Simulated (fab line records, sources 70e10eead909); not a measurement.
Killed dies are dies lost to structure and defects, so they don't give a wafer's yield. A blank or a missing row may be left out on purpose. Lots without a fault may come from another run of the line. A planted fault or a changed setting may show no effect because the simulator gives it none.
fab line records | flow nand_harc
record lots=6 wafers=18 last_day=24
route steps=1159 shown P_M1@297
lots that met no fault: from a run of the same line without faults
start_h: hours from the record's first day to the start of the lot's first wafer shown | wait_h: hours since the lot's step before | " the same as in the row above | L1.1+2: a row that stands for several wafers | - no value, or no start given | * or withheld: withheld | < > ~ a bound
route shown NAME@n: a module of which the file shows steps, and the number in the route of the first | usual: mean/standard deviation of fault-free wafers | same: alike in all rows | chamber/n: place in a boat | sites: the reading at each site | _std_site: their standard deviation | _edge_site: outer sites' mean less inner sites' | radius_mm: how far each site lies from the wafer's centre | mask NAME#n: copy n | behind: the tool/chamber that last shaped the wafer | hold: why the lot was held/for how many hours/how that ended | device: the transistor (n, p or np) that didn't switch | end of line: the same wafers' tests at the end of the route | a step without rows: its recipe alone | killed: dies lost to structure and defects at the first sort, not the wafer's yield | map: a wafer's dies, x killed, . not, _ none there
set.NAME: the setting as run; set.NAME@STEP: as run at that earlier step | model.NAME: the simulator's own value behind a step, which no gauge read
lots at some steps of the route; a table a step, a row a wafer
services: from which hour (start_h, from the record's first day; less than 0 if before it) a tool's chamber was out of use, for how many hours, and why
## steps
# step NHARC_P_M1_INSPECT_11
# usual raw_defect_count=4.4/2.5
# columns lot.wafer tool chamber start_h wait_h raw_defect_count
L423.2 defect_inspect-02 - 140.47 0.0 5
L423.3 " - " " 1
L423.4 " - " " 6
L425.4 defect_inspect-02 - 148.71 0.0 8
L425.5 " - " " 4
L425.6 " - " " 3
L428.1 defect_inspect-02 - 175.04 0.0 2
L428.2 " - " " 4
L428.5 " - " " 2
L434.1 defect_inspect-01 - 203.54 0.0 6
L434.3 " - " " 3
L434.5 " - " " 5
L440.3 defect_inspect-01 - 242.39 0.0 3
L440.4 " - " " 4
L440.5 " - " " 2
L443.1 defect_inspect-01 - 247.81 0.0 5
L443.2 " - " " 7
L443.5 " - " " 4
# step NHARC_P_M1_DESCUM_14
# recipe time_s=3 o2_flow_sccm=200 ar_flow_sccm=0 bias_power_w=0 chemistry=O2
# step NHARC_P_M1_ETCH_35
# recipe target_depth_a=400 overetch_a=120 time_s=43.94 ion_energy_ev=200 n2_flow_sccm=150 h2_flow_sccm=150 ar_flow_sccm=0 rf_w=400 bias_w=150 chemistry=N2/H2
# step NHARC_P_M1_ETCH_15
# recipe target_depth_a=1825 time_s=91.2 c4f8_flow_sccm=withheld ar_flow_sccm=400 rf_w=600 bias_w=300 chemistry=C4F8/Ar
# usual oes_product_au=0.955/0.019 rf_fwd_power_W=596.2/2 rf_vpp_V=441.6/2.6
# columns lot.wafer tool chamber start_h wait_h oes_product_au rf_fwd_power_W rf_hours_counter_h rf_vpp_V
L423.2 rie_diel-12 1 - - 0.964 597.3 6 442.4
L423.3 " 2 " " 0.954 597.5 7 444.7
L423.4 " 0 " " 0.966 599.9 - 445.0
L425.5 rie_diel-10 1 - - 0.926 595.4 - 444.3
L425.6 " 2 " " 0.928 598.1 - 440.2
L425.4 " 3 " " 0.923 593.1 - 437.8
L428.2 rie_diel-10 2 - - 0.962 595.1 4 439.2
L428.1 " 3 " " 0.959 597.0 4 437.8
L428.5 " 2 " " 0.950 594.7 - 439.9
L434.3 rie_diel-10 1 - - 0.964 598.6 1 443.9
L434.1 " 0 " " 0.960 597.3 1 440.8
L434.5 " 1 " " 0.962 598.5 - 444.0
L440.3 rie_diel-10 2 - - 0.939 597.2 1 439.9
L440.4 " 3 " " 0.941 596.7 2 438.2
L440.5 " 2 " " 0.940 594.4 - 438.7
L443.1 rie_diel-10 3 - - 0.966 598.3 2 436.7
L443.2 " 0 " " 0.957 595.2 2 437.5
L443.5 " 1 " " 0.983 601.2 - 444.6
# step NHARC_P_M1_CD_MEAS_16
# usual cd_nm=130.2/0.56
# columns lot.wafer tool chamber start_h wait_h cd_nm
L423.2 cd_sem-01 - 140.89 - 130.3
L423.3 " - " " 130.5
L423.4 " - " " 129.5
L425.4 cd_sem-02 - 149.13 - 130.2
L425.5 " - " " 130.5
L425.6 " - " " 129.4
L428.1 cd_sem-01 - 175.41 - 130.1
L428.2 " - " " 129.7
L428.5 " - " " 130.1
L434.1 cd_sem-02 - 203.96 - 130.0
L434.3 " - " " 130.1
L434.5 " - " " 130.4
L440.3 cd_sem-03 - 242.78 - 129.9
L440.4 " - " " 129.9
L440.5 " - " " 129.7
L443.1 cd_sem-01 - 248.18 - 129.4
L443.2 " - " " 129.8
L443.5 " - " " 130.4
# step NHARC_P_M1_STRIP_18
# recipe power_w=1000 n2_flow_sccm=150 h2_flow_sccm=150 ar_flow_sccm=0 bias_w=0 chemistry=N2/H2
# step NHARC_P_M1_ETCH_28
# recipe target_depth_a=300 over_etch_frac=0.3 time_s=72.99 ion_energy_ev=150 cf4_flow_sccm=50 n2_flow_sccm=100 ar_flow_sccm=150 rf_w=300 bias_w=100 chemistry=CF4/N2
# step NHARC_P_M1_STRIP_19
# recipe time_s=600 temp_c=30 chemistry=post_etch_residue_remover
# step NHARC_P_M1_DEGAS_29
# recipe temp_c=250 time_s=60
# usual heater_power_w=327/28
# columns lot.wafer tool chamber start_h wait_h heater_power_w
L423.2 pvd_sputter-01 - 141.66 - 360
L423.3 " - " " 300
L423.4 " - " " 313
L425.4 pvd_sputter-01 - 149.92 - 352
L425.5 " - " " 293
L425.6 " - " " 312
L428.1 pvd_sputter-03 - 176.13 - 294
L428.2 " - " " 319
L428.5 " - " " 313
L434.3 pvd_sputter-01 - 204.71 - 309
L434.1 " - " " 317
L434.5 " - " " 301
L440.4 pvd_sputter-01 - 243.50 - 316
L440.3 " - " " 381
L440.5 " - " " 314
L443.2 pvd_sputter-01 - 248.89 - 373
L443.1 " - " " 295
L443.5 " - " " 311
# step NHARC_P_M1_PRE_CLEAN_30
# recipe time_s=30 temp_c=280 gas=H2/He
# usual heater_power_w=401/35
# columns lot.wafer tool chamber start_h wait_h heater_power_w
L423.2 pvd_sputter-01 - - - 381
L423.3 " - " " 435
L423.4 " - " " 371
L425.4 pvd_sputter-01 - - - 397
L425.5 " - " " 387
L425.6 " - " " 378
L428.2 pvd_sputter-03 - - - 349
L428.1 " - " " 381
L428.5 " - " " 384
L434.3 pvd_sputter-01 - - - 369
L434.1 " - " " 373
L434.5 " - " " 380
L440.3 pvd_sputter-01 - - - 454
L440.4 " - " " 361
L440.5 " - " " 450
L443.2 pvd_sputter-01 - - - 375
L443.1 " - " " 457
L443.5 " - " " 375
# step NHARC_P_M1_PVD_20
# recipe target_thk_a=50 bias_v=168.6 power_w=15000 chamber_pressure_pa=0.12 time_s=8.06 substrate_temp_c=50 material=TaN
# usual substrate_temp_c=50.01/0.11 throttle_valve_pct=30.2/0.72
# columns lot.wafer tool chamber start_h wait_h substrate_temp_c throttle_valve_pct
L423.4 pvd_sputter-01 - - - 49.97 31.6
L423.2 " - " " 50.08 30.4
L423.3 " - " " 50.15 30.2
L425.4 pvd_sputter-01 - - - 49.89 31.7
L425.5 " - " " 50.00 31.5
L425.6 " - " " 49.96 30.6
L428.2 pvd_sputter-03 - - - 50.17 28.8
L428.1 " - " " 50.03 30.5
L428.5 " - " " 50.07 29.0
L434.1 pvd_sputter-01 - - - 49.97 30.1
L434.3 " - " " 50.34 30.5
L434.5 " - " " 50.14 30.4
L440.4 pvd_sputter-01 - - - 49.76 30.6
L440.3 " - " " 49.91 30.1
L440.5 " - " " 49.95 30.5
L443.1 pvd_sputter-01 - - - 50.10 30.6
L443.2 " - " " 49.86 30.6
L443.5 " - " " 50.17 31.0
# step NHARC_P_M1_PVD_21
# recipe target_thk_a=300 chamber_pressure_pa=5 power_w=5000 substrate_temp_c=30 time_s=20.49 material=Cu
# usual substrate_temp_c=30.00/0.12 throttle_valve_pct=30.1/0.74
# columns lot.wafer tool chamber start_h wait_h substrate_temp_c throttle_valve_pct
L423.4 pvd_sputter-01 - - - 30.05 30.1
L423.2 " - " " 29.93 31.5
L423.3 " - " " 29.95 30.1
L425.4 pvd_sputter-01 - - - 30.03 31.6
L425.5 " - " " 30.17 31.4
L425.6 " - " " 29.90 30.3
L428.2 pvd_sputter-03 - - - 30.05 30.1
L428.1 " - " " 29.92 28.8
L428.5 " - " " 30.20 30.1
L434.3 pvd_sputter-01 - - - 29.96 30.8
L434.1 " - " " 30.23 30.0
L434.5 " - " " 30.04 30.2
L440.3 pvd_sputter-01 - - - 29.96 29.8
L440.4 " - " " 30.34 30.6
L440.5 " - " " 30.02 29.9
L443.1 pvd_sputter-01 - - - 29.90 30.6
L443.2 " - " " 29.88 30.0
L443.5 " - " " 29.95 29.5
# step NHARC_P_M1_ECD_22
# recipe target_thk_a=4000 bath_temp_c=25 material=Cu
# columns lot.wafer tool chamber start_h wait_h
L423.2+3+4 ecd_cu-01 1,0,1 142.07 -
L425.4+6+5 ecd_cu-02 1,1,0 150.36 -
L428.1+2+5 ecd_cu-02 1,0,0 176.48 -
L434.1+3+5 ecd_cu-02 0,1,1 205.15 -
L440.4+3+5 ecd_cu-01 0,1,0 243.97 -
L443.2+1+5 ecd_cu-01 1,0,1 249.25 -
# step NHARC_P_M1_ANNEAL_31
# recipe temp_c=225 time_s=90
# step NHARC_P_M1_CMP_23
# recipe t_overpolish_s=20 target_thk_nm=157.82
# usual edge_zone_pressure_frac=1.000/0.0052 motor_current_A=12.5/1 time_to_endpoint_s=28.3/1.8
# same t_overpolish_s=20
# columns lot.wafer tool chamber start_h wait_h edge_zone_pressure_frac motor_current_A time_to_endpoint_s
L423.4 cmp-04 1 142.77 - 1.004 11.9 29.7
L423.2 " 3 " " 1.000 12.2 28.2
L423.3 " 0 " " 0.991 10.6 30.0
L425.4 cmp-04 1 151.04 - 0.997 12.1 27.5
L425.5 " 3 " " 0.995 12.5 29.0
L425.6 " 0 " " 0.994 11.1 27.7
L428.1 cmp-01 0 177.21 - 1.006 12.6 15.2
L428.2 " 3 " " 0.999 12.4 27.6
L428.5 " 1 " " 1.006 14.1 11.9
L434.3 cmp-01 3 205.82 - 1.002 11.9 12.4
L434.1 " 2 " " 0.995 14.1 12.3
L434.5 " 3 " " 1.005 12.0 12.5
L440.4 cmp-01 2 244.60 - 0.999 14.1 25.8
L440.3 " 1 " " 0.997 13.7 26.5
L440.5 " 3 " " 1.008 11.6 26.2
L443.2 cmp-03 0 250.00 - 1.011 14.2 29.1
L443.1 " 3 " " 1.003 13.1 29.2
L443.5 " 1 " " 1.011 12.9 28.1
## services
# columns tool chamber start_h hours kind
rie_diel-12 1 117.41 19.6 repair
rie_diel-12 3 124.57 32.5 repair
ecd_cu-01 - 127.59 0.4 repair
rie_diel-12 - 132.07 0.2 repair
rie_diel-10 0 146.69 5.3 repair
cmp-03 - 156.00 4.0 pm
pvd_sputter-01 - 158.04 10.0 pm
cmp-01 - 162.87 1.7 repair
cmp-01 - 166.60 0.9 repair
pvd_sputter-01 - 175.48 5.0 repair
rie_diel-10 - 176.50 9.0 pm
pvd_sputter-03 - 176.54 1.5 repair
cmp-03 - 179.77 0.4 repair
ecd_cu-02 - 180.21 8.0 pm
cmp-01 - 183.12 4.0 pm
rie_diel-12 1 185.21 3.9 repair
rie_diel-10 3 188.85 3.9 repair
ecd_cu-02 - 201.23 0.3 repair
rie_diel-10 2 201.52 5.2 repair
rie_diel-12 - 202.41 9.0 pm
cmp-04 - 203.00 4.0 pm
cmp-01 - 212.17 0.9 repair
cmp-01 - 234.57 0.2 repair
cmp-04 - 238.24 1.5 repair
## key
first_sign step=NHARC_P_M1_CMP_23 reading=time_to_endpoint_s direction=down sigmas=8.4 usual=* struck=*
effect none on later readings
met_at NHARC_P_M1_ECD_22
struck_wafers L428.1,L428.5,L434.1,L434.3,L434.5
later_rows_left_out L428.1,L428.5,L434.1,L434.3,L434.5
sort_left_out L428.1,L428.5,L434.1,L434.3,L434.5
onset_between 150.36 176.48
fault kind=process_parameter_drift tool=ecd_cu-02 chamber=- onset_h=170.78 steps=NHARC_P_M1_ECD_22 channel=target_thk_a offset=* shape=step end_h=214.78 scope=struck_wafers_only acts_in=* stated=*
# sort_left_out: the simulated sort isn't trusted on such a fault, so these wafers' sort isn't shown, and their yield isn't known
# later_rows_left_out: the simulator's readings of these wafers behind a module that went badly wrong aren't trusted and aren't shown, but for the sort
